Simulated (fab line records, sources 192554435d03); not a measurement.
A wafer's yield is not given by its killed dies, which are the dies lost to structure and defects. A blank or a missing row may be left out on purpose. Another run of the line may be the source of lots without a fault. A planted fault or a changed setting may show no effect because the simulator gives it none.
A lot that was struck, set against a sound lot | flow n5Finfet | 36 out of 1938 route steps
Sound: these wafers, L429.2, L429.4, L429.5. The struck wafers were L436.1, L436.3, L436.6. The cause is named last.
For every step that has rows: the tool of each side, followed by ch and its chambers, followed by its first start. Under that, the readings that differ: sound wafers | struck wafers | difference of the means | sigmas: that difference in standard deviations of wafers without a fault.
alike: readings whose means differ by less than 2 such deviations, and words and numbers that are the same on both sides. not compared: withheld readings, readings that some wafer has no value for, bounds like >300 that may hide the same value, and numbers for which the record gives no deviation and whose values overlap.
A row with sigmas, a row that says differs or no value, or rows on one side alone: a step with any of these is where the two part. Numbers that have no deviation but don't overlap get no sigmas and don't part them. A reading missing from all wafers of one side parts the sides only when that side holds two or more wafers.

first, 9 steps without rows for these wafers: N5_BEOL_M4_ANNEAL_95 (time 240 s); N5_BEOL_M4_SPUTTER_96 (material Cu, target thk 4.5 nm, time 8.29 s); N5_BEOL_M4_ECD_50 (material Cu, target thk 300 nm); N5_BEOL_M4_ANNEAL_51 (time 90 s); N5_BEOL_M4_CMP_52 (polishes, stops on SiOC, t overpolish 6.8 s, target thk 40 nm); N5_BEOL_M4_PRE_CLEAN_60 (time 15 s); N5_BEOL_M4_CO_CAP_55 (material Co, precursor CCTBA/H2, target thk 2 nm, time 102.1 s); N5_BEOL_M4_PRE_CLEAN_56 (time 15 s); N5_BEOL_M4_DEP_57 (deposits SiCN from 3MS/NH3, target thk 8 nm, time 14 s).
N5_BEOL_M4_RC_MEAS_101:
  sound on prober-02 ch 0, day 9 02:28; struck on prober-01 ch 0, day 11 03:49
  alike: DIBL_N, DIBL_P, IOFF_N, IOFF_P, ION_N, ION_P, SS_N, SS_P, VT_N, VT_P
then, 24 steps without rows for these wafers: N5_BEOL_M5_ILD_DEP_00 (deposits SiCOH lowk from DEMS/porogen, target thk 140.64 nm, time 25.9 s); N5_BEOL_M5_CURE_79 (cures SiCOH lowk, time 240 s); N5_BEOL_M5_PECVD_70 (deposits SiO2 from TEOS/O2, target thk 16 nm, time 18 s); N5_BEOL_M5_HM_DEP_02 (deposits TiN, target thk 20 nm); N5_BEOL_M5_COAT_59 (time 60 s, resist thk 60 nm); N5_BEOL_M5_COAT_60 (time 60 s, resist thk 12 nm); N5_BEOL_M5_COAT_71 (time 60 s, resist thk 5 nm); N5_BEOL_M5_COAT_05 (resist thk 30 nm); N5_BEOL_M5_EBR_07; N5_BEOL_M5_SOFTBAKE_06 (time 60 s); N5_BEOL_M5_EXPOSE_08 (exposes mask M5, target cd 28 nm); N5_BEOL_M5_PEB_09 (peb time 60 s); N5_BEOL_M5_DEVELOP_10 (develop time 30 s); N5_BEOL_M5_DESCUM_16 (chemistry O2, time 7 s); N5_BEOL_M5_ETCH_72 (etches underlayer in N2/H2, target depth 6.5 nm, time 5.2 s); N5_BEOL_M5_ETCH_61 (etches SiARC in CF4, target depth 15.6 nm, time 26 s); N5_BEOL_M5_ETCH_62 (etches SOC in N2/H2, target depth 75 nm, overetch 15 nm, time 112.5 s); N5_BEOL_M5_STRIP_63 (strips in N2/H2); N5_BEOL_M5_STRIP_73 (strips in N2/H2); N5_BEOL_M5_STRIP_64 (strips in CF4); N5_BEOL_M5_HM_OPEN_17 (chemistry Cl2/BCl3, target TiN, target depth 20 nm, overetch 6 nm); N5_BEOL_M5_STRIP_19 (strips in O2); N5_BEOL_M5_COAT_65 (time 60 s, resist thk 60 nm); N5_BEOL_M5_COAT_66 (time 60 s, resist thk 12 nm).
N5_BEOL_M5_ETCH_41: etches SiCN in CH3F/O2, target depth 31.5 nm, time 56.7 s.
  sound on rieDiel-04 ch 0,1,2, day 9 08:55; struck on rieDiel-04 ch 0,1,3, day 11 08:08
  no value came back on the struck wafers for any of 8 readings (CH3F_flow_sccm (sccm), O2_flow_sccm (sccm) and others); on the sound wafers CH3F_flow_sccm (sccm) reads 29.95 30.00 30.00
  not compared: rfHoursCounterH
-- here the record skips 4 days between the struck wafers' starts before and after, leaving off in module BEOL_M5 and picking up in module PASSIVATION (first step shown: number 1936 of the route) --
N5_PASSIVATION_PROBE_49:
  the record has rows for the struck wafers here (prober-01, day 15 07:51) and none for the sound ones

WHERE THEY PART
First at N5_BEOL_M5_ETCH_41; last, within this record, at N5_PASSIVATION_PROBE_49.

WHY: what the simulator had put in
Whole step skipped at N5_BEOL_M5_ETCH_41 on rieDiel-04, starting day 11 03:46. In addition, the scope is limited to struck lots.
